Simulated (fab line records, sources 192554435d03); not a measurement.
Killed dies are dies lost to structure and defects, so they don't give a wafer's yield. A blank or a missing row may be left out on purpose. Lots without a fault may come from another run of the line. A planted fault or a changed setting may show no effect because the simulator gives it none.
fab line records | flow n5_finfet
record lots=7 wafers=39
route steps=1938 shown DUMMY_GATE@214 HKMG_FIN@385 MOL_CONTACT_COAG@535 BEOL_M4@1111
start_h: hours from the record's first day to the start of the lot's first wafer shown | wait_h: hours since the lot's step before | " the same as in the row above | L1.1+2: a row that stands for several wafers | - no value, or no start given | * or withheld: withheld | < > ~ a bound
route shown NAME@n: a module of which the file shows steps, and the number in the route of the first | usual: mean/standard deviation of fault-free wafers | same: alike in all rows | chamber/n: place in a boat | sites: the reading at each site | _std_site: their standard deviation | _edge_site: outer sites' mean less inner sites' | radius_mm: how far each site lies from the wafer's centre | mask NAME#n: copy n | behind: the tool/chamber that last shaped the wafer | hold: why the lot was held/for how many hours/how that ended | device: the transistor (n, p or np) that didn't switch | end of line: the same wafers' tests at the end of the route | a step without rows: its recipe alone | killed: dies lost to structure and defects at the first sort, not the wafer's yield | map: a wafer's dies, x killed, . not, _ none there
set.NAME: the setting as run; set.NAME@STEP: as run at that earlier step | model.NAME: the simulator's own value behind a step, which no gauge read
lots whose settings were changed on purpose; a table a step, a row a wafer
## steps
# step N5_DUMMY_GATE_ALD_02
# recipe material=SiO2 target_thk_a=20 temp_c=300 ald_precursor_family=BDEAS ald_co_reactant=O2-plasma pulse_time_s=1 pressure_torr=2
# step N5_DUMMY_GATE_EXPOSE_12
# recipe mask_id=GATE na=0.33 source_shape=annular sigma_inner=0.2 sigma_outer=0.6 polarization=unpolarized target_cd_nm=25 dose_mj=34
# step N5_HKMG_FIN_IL_REGROW_00
# recipe material=SiO2 target_thk_a=7.5 chemistry=O3 temp_c=withheld time_s=30
# step N5_HKMG_FIN_HK_ALD_01
# recipe material=HfO2 target_thk_a=16 temp_c=withheld ald_precursor_family=HfCl4 ald_co_reactant=H2O pulse_time_s=3 purge_time_s=3 co_reactant_purge_time_s=2.5 co_reactant_pulse_time_s=0.3 ald_cycles=30
# step N5_HKMG_FIN_PWFM_ALD_03
# recipe material=TiN target_thk_a=20 temp_c=400 ald_precursor_family=TiCl4 ald_co_reactant=NH3 pulse_time_s=1 purge_time_s=3 co_reactant_purge_time_s=2 co_reactant_pulse_time_s=2 ald_cycles=91 pressure_torr=3
# step N5_HKMG_FIN_ETCH_31
# recipe chemistry=CF4 target=SiARC target_depth_a=455 mask_material=CAR-ArF time_s=75.8 ion_energy_ev=80 pressure_mtorr=40 source_w=545 bias_w=36 Ar_flow_sccm=100 cf4_flow_sccm=100 ends=cleared
# step N5_MOL_CONTACT_COAG_CONTACT_ETCH_14
# recipe chemistry=C4F6/O2 target=SiO2 target_depth_a=275 overetch_a=85 mask_material=SOC pressure_mtorr=30 source_w=370 bias_w=185 Ar_flow_sccm=300 C4F6_flow_sccm=16 O2_flow_sccm=10 time_s=20 ion_energy_ev=259.6
# step N5_MOL_CONTACT_COAG_ETCH_67
# recipe chemistry=N2/H2 target=SOC target_depth_a=600 overetch_a=210 mask_material=SiARC temp_c=40 time_s=101.2 ion_energy_ev=200 pressure_mtorr=30 source_w=840 bias_w=150 n2_flow_sccm=200 h2_flow_sccm=200
# step N5_BEOL_M4_RC_MEAS_101
# usual EOT_N=10.53/0.11 EOT_P=10.48/0.1 IGATE_N=0.0126/0.0022 IGATE_P=0.0038/0.00066 RC_DENSE_P=23.1/0.59 RC_N=15.1/0.4 RC_P=18.9/0.48 REXT_N=74.9/1.8
# columns lot.wafer tool chamber start_h wait_h set.temp_c@DUMMY_GATE_ALD_02 set.dose_mj@DUMMY_GATE_EXPOSE_12 set.time_s@HKMG_FIN_IL_REGROW_00 set.ald_cycles@HKMG_FIN_HK_ALD_01 set.co_reactant_pulse_time_s@HKMG_FIN_PWFM_ALD_03 set.bias_w@HKMG_FIN_ETCH_31 set.time_s@MOL_CONTACT_COAG_CONTACT_ETCH_14 set.target_depth_a@MOL_CONTACT_COAG_ETCH_67 EOT_N EOT_P IGATE_N[nA/um] IGATE_P[nA/um] RC_DENSE_P[ohm.um] RC_N[ohm.um] RC_P[ohm.um] REXT_N[ohm.um]
L074.1 prober-02 0 166.08 0.0 312.6 36.39 33.51 35 2 36 20 561.2 11.16 11.10 0.0016 0.0005 23.6 15.4 19.4 75.4
L074.2 " 0 " " 300 36.39 30 30 2.167 36 20 561.2 10.58 10.45 0.0137 0.0042 23.8 15.4 19.3 73.7
L074.3 " 0 " " 300 34 33.51 35 2.167 36 20 600 11.11 10.86 0.0019 0.0006 22.9 14.7 18.8 74.6
L074.4 " 0 " " 300 36.39 30 30 2 39.25 20 600 10.72 10.52 0.0117 0.0035 23.4 15.3 19.1 74.6
L074.5 " 0 " " 312.6 34 30 35 2.167 39.25 20 561.2 11.21 10.89 0.0020 0.0006 22.9 14.7 18.6 74.8
L074.6 " 0 " " 312.6 34 33.51 30 2 39.25 20 600 10.62 10.39 0.0121 0.0037 23.8 15.4 19.7 75.0
L076.1 prober-01 0 180.59 0.0 300 34 30 28 2 36 20 600 10.40 10.21 0.0283 0.0084 23.0 14.9 18.6 72.3
L076.2 " 0 " " 300 34 30 28 2 36 16.29 600 10.33 10.32 0.0241 0.0071 32.1 20.8 25.8 79.6
L076.3 " 0 " " 300 34 30 30 2 36 16.29 600 10.48 10.41 0.0144 0.0043 38.5 24.9 31.5 83.6
L076.4 " 0 " " 300 34 30 30 2 36 20 600 10.54 10.49 0.0114 0.0034 23.1 14.9 18.8 74.2
L076.5 " 0 " " 300 34 30 28 2 36 20 600 10.21 10.20 0.0291 0.0087 22.8 14.7 18.9 73.5
L076.6 " 0 " " 300 34 30 30 2 36 16.29 600 10.58 10.56 0.0103 0.0030 33.2 21.4 27.3 80.1
L080.4 prober-02 0 212.72 0.5 300 34 30 30 2 36 20 600 10.29 10.25 0.0214 0.0065 22.9 14.9 18.9 73.8
L080.5 " 0 " " 300 34 30 30 2 36 20 600 10.39 10.41 0.0162 0.0049 23.3 15.0 18.9 74.0
L080.6 " 0 " " 300 34 30 30 2 36 20 600 10.22 10.28 0.0205 0.0062 23.7 15.3 19.4 73.8
L086.1 prober-01 0 243.41 0.0 300 34 30 30 1.604 42.16 20 641.8 10.82 10.64 0.0096 0.0028 23.3 15.1 19.0 76.1
L086.2 " 0 " " 289.9 34 23.11 30 1.604 42.16 20 600 10.50 10.39 0.0118 0.0035 23.4 15.4 19.2 76.6
L086.3 " 0 " " 289.9 32.31 23.11 30 1.604 36 20 641.8 10.56 10.43 0.0109 0.0033 22.6 14.6 18.4 75.6
L086.4 " 0 " " 300 32.31 23.11 30 2 36 20 600 10.52 10.55 0.0117 0.0035 23.6 15.3 19.4 76.1
L086.5 " 0 " " 300 34 30 30 2 36 20 641.8 10.72 10.59 0.0100 0.0030 24.0 15.5 19.5 76.4
L086.6 " 0 " " 289.9 32.31 30 30 2 42.16 20 600 10.70 10.72 0.0087 0.0026 23.4 15.0 19.1 76.0
L090.1 prober-01 0 271.46 0.0 300 32.28 30 35 2 36 20 600 11.12 10.96 0.0021 0.0006 22.3 14.8 18.3 75.8
L090.2 " 0 " " 300 32.28 30 35 1.77 38.13 15.73 528.5 11.10 10.99 0.0022 0.0006 36.5 23.9 29.7 84.1
L090.3 " 0 " " 300 32.28 30 30 1.77 38.13 20 600 10.56 10.45 0.0124 0.0036 22.4 14.7 18.2 74.4
L090.4 " 0 " " 300 34 30 30 2 36 15.73 528.5 10.54 10.41 0.0152 0.0045 43.1 28.4 35.1 88.7
L090.5 " 0 " " 300 34 30 30 1.77 36 20 528.5 10.50 10.40 0.0154 0.0046 22.2 14.5 18.2 75.0
L090.6 " 0 " " 300 34 30 35 2 38.13 15.73 600 11.08 10.98 0.0021 0.0006 44.7 29.3 36.5 89.0
L092.1 prober-02 0 277.34 0.0 300 34.75 30 27 2 36 20 600 10.05 10.21 0.0412 0.0122 24.1 15.8 19.7 76.7
L092.2 " 0 " " 300 34.75 37.49 30 2 36 20 600 10.57 10.64 0.0105 0.0032 24.4 15.9 19.8 76.9
L092.3 " 0 " " 300 34 30 30 2 36 20 642 10.50 10.51 0.0121 0.0036 23.8 15.6 19.6 76.8
L092.4 " 0 " " 300 34.75 30 27 2 36 15.86 642 10.33 10.38 0.0336 0.0100 33.0 21.6 27.0 83.1
L092.5 " 0 " " 300 34 37.49 27 2 36 15.86 600 10.29 10.42 0.0291 0.0086 35.6 23.2 29.0 84.3
L092.6 " 0 " " 300 34 37.49 30 2 36 15.86 642 10.54 10.60 0.0110 0.0033 36.8 24.1 30.2 86.0
L094.1 prober-01 0 306.24 0.0 300 34 30 30 1.654 36 16.85 600 10.47 10.39 0.0128 0.0038 23.3 15.2 19.1 73.5
L094.2 " 0 " " 300 36.29 36.46 30 1.654 36 16.85 651.6 10.46 10.50 0.0111 0.0033 29.3 18.9 23.5 76.5
L094.3 " 0 " " 300 34 30 25 2 36 20 600 9.89 9.85 0.0834 0.0251 23.1 15.2 19.0 73.0
L094.4 " 0 " " 300 36.29 30 25 2 38.62 16.85 651.6 9.93 9.83 0.0976 0.0287 23.2 15.2 19.1 73.6
L094.5 " 0 " " 300 36.29 36.46 30 2 38.62 20 651.6 10.59 10.50 0.0100 0.0030 22.9 15.1 18.7 73.1
L094.6 " 0 " " 300 34 36.46 25 1.654 38.62 20 600 10.13 10.07 0.0585 0.0173 22.9 15.0 18.6 72.3
## key
split step=N5_DUMMY_GATE_ALD_02 setting=temp_c stated_as=300
response none clear
split step=N5_DUMMY_GATE_EXPOSE_12 setting=dose_mj stated_as=34
response none clear
split step=N5_HKMG_FIN_IL_REGROW_00 setting=time_s stated_as=30
response none clear
split step=N5_HKMG_FIN_HK_ALD_01 setting=ald_cycles stated_as=30
response step=N5_BEOL_M4_RC_MEAS_101 reading=EOT_N slope=+0.0304 per=1% together_with=all explained=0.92
response step=N5_BEOL_M4_RC_MEAS_101 reading=EOT_P slope=+0.03 per=1% together_with=all explained=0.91
response step=N5_BEOL_M4_RC_MEAS_101 reading=IGATE_P slope=-0.000539 per=1% together_with=all explained=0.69
response step=N5_BEOL_M4_RC_MEAS_101 reading=IGATE_N slope=-0.00181 per=1% together_with=all explained=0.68
split step=N5_HKMG_FIN_PWFM_ALD_03 setting=co_reactant_pulse_time_s stated_as=2
response none clear
split step=N5_HKMG_FIN_ETCH_31 setting=bias_w stated_as=36
response none clear
split step=N5_MOL_CONTACT_COAG_CONTACT_ETCH_14 setting=time_s stated_as=20
response step=N5_BEOL_M4_RC_MEAS_101 reading=REXT_N slope=-0.391 per=1% together_with=all explained=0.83
response step=N5_BEOL_M4_RC_MEAS_101 reading=RC_DENSE_P slope=-0.591 per=1% together_with=all explained=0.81
response step=N5_BEOL_M4_RC_MEAS_101 reading=RC_P slope=-0.482 per=1% together_with=all explained=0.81
response step=N5_BEOL_M4_RC_MEAS_101 reading=RC_N slope=-0.385 per=1% together_with=all explained=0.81
split step=N5_MOL_CONTACT_COAG_ETCH_67 setting=target_depth_a stated_as=600
response none clear
